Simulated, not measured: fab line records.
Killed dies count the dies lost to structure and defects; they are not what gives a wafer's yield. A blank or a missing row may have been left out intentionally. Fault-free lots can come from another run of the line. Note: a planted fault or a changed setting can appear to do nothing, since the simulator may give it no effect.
Which tool did it?	flow nand-harc	13 lots with 39 wafers sampled at 6 steps, on a route of 1159 steps

== WHAT THE GAUGES SHOWED, per wafer ==
NHARC_P_GATE_CD_MEAS_91 targets a cd of 2000 nm. Usual: cd-nm at 1999 nm, with a standard deviation of 3.3.
lot	measured	on	cd-nm (nm)	flag
L822	day 5 13:22	cd-sem-01	1999 2000 1997	
L823	day 5 14:36	cd-sem-02	1999 2002 1996	
L824	day 5 17:49	cd-sem-01	2002 2001 1999	
L825	day 6 07:18	cd-sem-01	1998 2001 1999	
L826	day 6 07:34	cd-sem-02	1995 1995 2003	
L828	day 7 00:02	cd-sem-02	2004 1999 1998	
L830	day 7 06:21	cd-sem-02	1999 1994 1998	
L835	day 8 11:11	cd-sem-01	1998 2001 2000	
L834	day 8 13:41	cd-sem-02	2001 1997 1996	
L836	day 8 18:19	cd-sem-01	1995 1993 1997	
L837	day 9 05:35	cd-sem-03	1995 1998 1995	
L842	day 10 01:05	cd-sem-01	1999 2003 2003	
L843	day 10 18:59	cd-sem-01	1997 2000 2000	

NHARC_P_CONTACT_OVL_MEAS_13. Usual: overlay-x-nm 0.1 nm, standard deviation 0.85; overlay-y-nm 0.0 nm, standard deviation 0.79.
lot	measured	on	overlay-x-nm (nm)	overlay-y-nm (nm)	flag
L822	day 5 18:17	overlay-01	0.9 0.8 0.6	-0.2 0.2 0.6	
L823	day 5 19:44	overlay-01	0.2 0.6 0.9	-0.9 -1.3 -1.0	
L824	day 5 22:45	overlay-02	-0.9 -0.6 -1.2	-0.1 0.1 0.4	
L825	day 6 12:13	overlay-01	0.4 -0.1 0.0	-0.6 -0.1 -0.9	
L826	day 6 12:29	overlay-02	0.8 1.1 1.1	0.1 -0.2 -0.2	
L828	day 7 04:53	overlay-01	-1.2 -1.3 -1.0	1.1 1.3 1.6	
L830	day 7 11:29	overlay-01	1.0 1.0 0.8	0.0 0.0 -0.1	
L835	day 8 16:19	overlay-02	-0.3 -0.1 -0.1	0.3 0.5 0.3	
L834	day 8 18:28	overlay-01	10.9 10.5 10.8	1.8 1.4 1.1	OFF
L836	day 8 23:07	overlay-02	0.2 -0.7 -0.9	-1.4 -0.9 -1.0	
L837	day 9 10:23	overlay-01	9.6 10.2 10.1	-0.8 -0.1 -0.1	OFF
L842	day 10 05:59	overlay-01	-0.3 -0.2 -0.8	-0.2 0.3 -0.7	
L843	day 10 23:46	overlay-02	-0.3 -0.2 -0.4	1.3 2.0 1.7	

NHARC_END_SORT_01. Usual: killed-at-array 24, standard deviation 8.4; killed-at-other 0.7, standard deviation 1.1; killed-at-periphery 2.9, standard deviation 1.7; killed-dies 27, standard deviation 8.6; killed-open 3.3, standard deviation 1.8; killed-short 1.8, standard deviation 1.4.
lot	measured	on	killed-at-array	killed-at-other	killed-at-periphery	killed-dies	killed-open	killed-short	flag
L834	day 22 22:40	prober-01	12	2	1	15	2	1	

== EACH LOT AND THE TOOL THAT RAN IT (in order: tool; ch and the chambers of the sampled wafers; start) ==
lot	NHARC_P_GATE_STRIP_112	NHARC_P_GATE_STRIP_95	NHARC_P_CONTACT_EXPOSE_09
L822	plasma-asher-02 ch 0,1, day 5 12:11	plasma-asher-01 ch 0,1, day 5 14:38	arfi-scanner-02 ch 0, day 5 18:04
L823	plasma-asher-02 ch 0,1, day 5 13:28	plasma-asher-02 ch 0,1, day 5 16:04	arfi-scanner-02 ch 0, day 5 19:31
L824	plasma-asher-02 ch 0,1, day 5 16:37	plasma-asher-02 ch 0,1, day 5 19:04	arfi-scanner-03 ch 0, day 5 22:31
L825	plasma-asher-02 ch 0,1, day 6 06:06	plasma-asher-02 ch 0,1, day 6 08:33	arfi-scanner-01 ch 0, day 6 11:58
L826	plasma-asher-02 ch 0,1, day 6 06:38	plasma-asher-01 ch 0,1, day 6 08:49	arfi-scanner-02 ch 0, day 6 12:16
L828	plasma-asher-01 ch 0,1, day 6 22:58	plasma-asher-01 ch 0,1, day 7 01:17	arfi-scanner-02 ch 0, day 7 04:38
L830	plasma-asher-02 ch 0,1, day 7 05:14	plasma-asher-01 ch 0,1, day 7 07:36	arfi-scanner-02 ch 0, day 7 11:15
L835	plasma-asher-01 ch 0,1, day 8 10:11	plasma-asher-02 ch 0,1, day 8 12:31	arfi-scanner-01 ch 0, day 8 16:06
L834	plasma-asher-01 ch 0,1, day 8 12:35	plasma-asher-02 ch 0,1, day 8 14:56	arfi-scanner-02 ch 0, day 8 18:14
L836	plasma-asher-01 ch 0,1, day 8 17:10	plasma-asher-01 ch 0, day 8 19:34	arfi-scanner-03 ch 0, day 8 22:53
L837	plasma-asher-01 ch 0,1, day 9 04:24	plasma-asher-01 ch 0,1, day 9 06:49	arfi-scanner-02 ch 0, day 9 10:10
L842	plasma-asher-01 ch 0, day 10 00:02	plasma-asher-02 ch 0,1, day 10 02:28	arfi-scanner-01 ch 0, day 10 05:45
L843	plasma-asher-01 ch 0,1, day 10 17:55	plasma-asher-02 ch 1, day 10 20:16	arfi-scanner-01 ch 0, day 10 23:32
- NHARC_P_GATE_STRIP_112: strips in N2/H2, time 200 s.
- NHARC_P_GATE_STRIP_95: strips in O2.
- NHARC_P_CONTACT_EXPOSE_09: exposes mask P CA, target cd 90 nm.

== AS READ BY THE TOOLS THEMSELVES (means over the sampled wafers that have a number; for cases with no such wafer, the mark the record gives instead) ==
NHARC_P_GATE_STRIP_112. Usual: drypump-motor-current-A 5.9 A, standard deviation 0.38; heater-power-w 85 W, standard deviation 5; rf-refl-power-W 13.9 W, standard deviation 2.3.
lot	tool	drypump-motor-current-A (A)	heater-power-w (W)	rf-refl-power-W (W)	flag
L822	plasma-asher-02	5.6	89	16.3	
L823	plasma-asher-02	5.6	87	15.4	
L824	plasma-asher-02	5.8	86	16.4	
L825	plasma-asher-02	5.8	87	16.3	
L826	plasma-asher-02	5.8	85	16.2	
L828	plasma-asher-01	6.2	82	11.9	
L830	plasma-asher-02	5.6	88	15.4	
L835	plasma-asher-01	6.2	82	11.9	
L834	plasma-asher-01	6.3	82	12.2	
L836	plasma-asher-01	6.1	85	11.6	
L837	plasma-asher-01	6.3	83	12.4	
L842	plasma-asher-01	6.5	79	12.9	
L843	plasma-asher-01	6.3	81	12.0	

NHARC_P_GATE_STRIP_95. Usual: drypump-motor-current-A 5.9 A, standard deviation 0.38; heater-power-w 321 W, standard deviation 20; rf-refl-power-W 13.9 W, standard deviation 2.3.
lot	tool	drypump-motor-current-A (A)	heater-power-w (W)	rf-refl-power-W (W)	flag
L822	plasma-asher-01	6.3	308	11.7	
L823	plasma-asher-02	5.6	334	15.7	
L824	plasma-asher-02	5.6	329	15.1	
L825	plasma-asher-02	5.8	322	16.2	
L826	plasma-asher-01	6.2	309	12.6	
L828	plasma-asher-01	6.2	301	12.0	
L830	plasma-asher-01	6.3	311	11.7	
L835	plasma-asher-02	5.8	320	16.1	
L834	plasma-asher-02	5.6	335	15.5	
L836	plasma-asher-01	6.5	297	12.3	
L837	plasma-asher-01	6.2	306	12.4	
L842	plasma-asher-02	5.6	337	15.4	
L843	plasma-asher-02	6.0	301	17.2	

== THE ANSWER, worked out from the rows above alone ==
Rule: a lot is off if the mean of its wafers that have a number lies more than 3 standard deviations from the usual mean. Also off: a lot with no number at a reading for which 4 or more lots have one. All remaining lots with rows at the step are treated as sound. After the gauges, taken in route order, come the tools' own readings; for these a lot's mean is taken, as printed above. At the first step where some lot is off, the reading lying furthest off is the one used; lots without a number count as furthest.
Off at NHARC_P_CONTACT_OVL_MEAS_13 (overlay-x-nm): L834, L837.
If a tool, at a process step before that reading, ran all the lots that are off and no sound lot after the first of them, it fits. Those tools and the gauges at NHARC_P_CONTACT_OVL_MEAS_13 are tried in the same way. One fits: NHARC_P_CONTACT_EXPOSE_09 on arfi-scanner-02. A fault onset in the window from L830 (day 7 11:15, its last sound lot) to L834 (day 8 18:14, its first lot off) fits.

== WHAT WAS PUT IN BY THE SIMULATOR ==
Scanner matching overlay: arfi-scanner-02, from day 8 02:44 on, at NHARC_P_CONTACT_EXPOSE_09. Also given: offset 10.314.
Shown lots that were struck: L834, L837. The rule above reached the same finding.
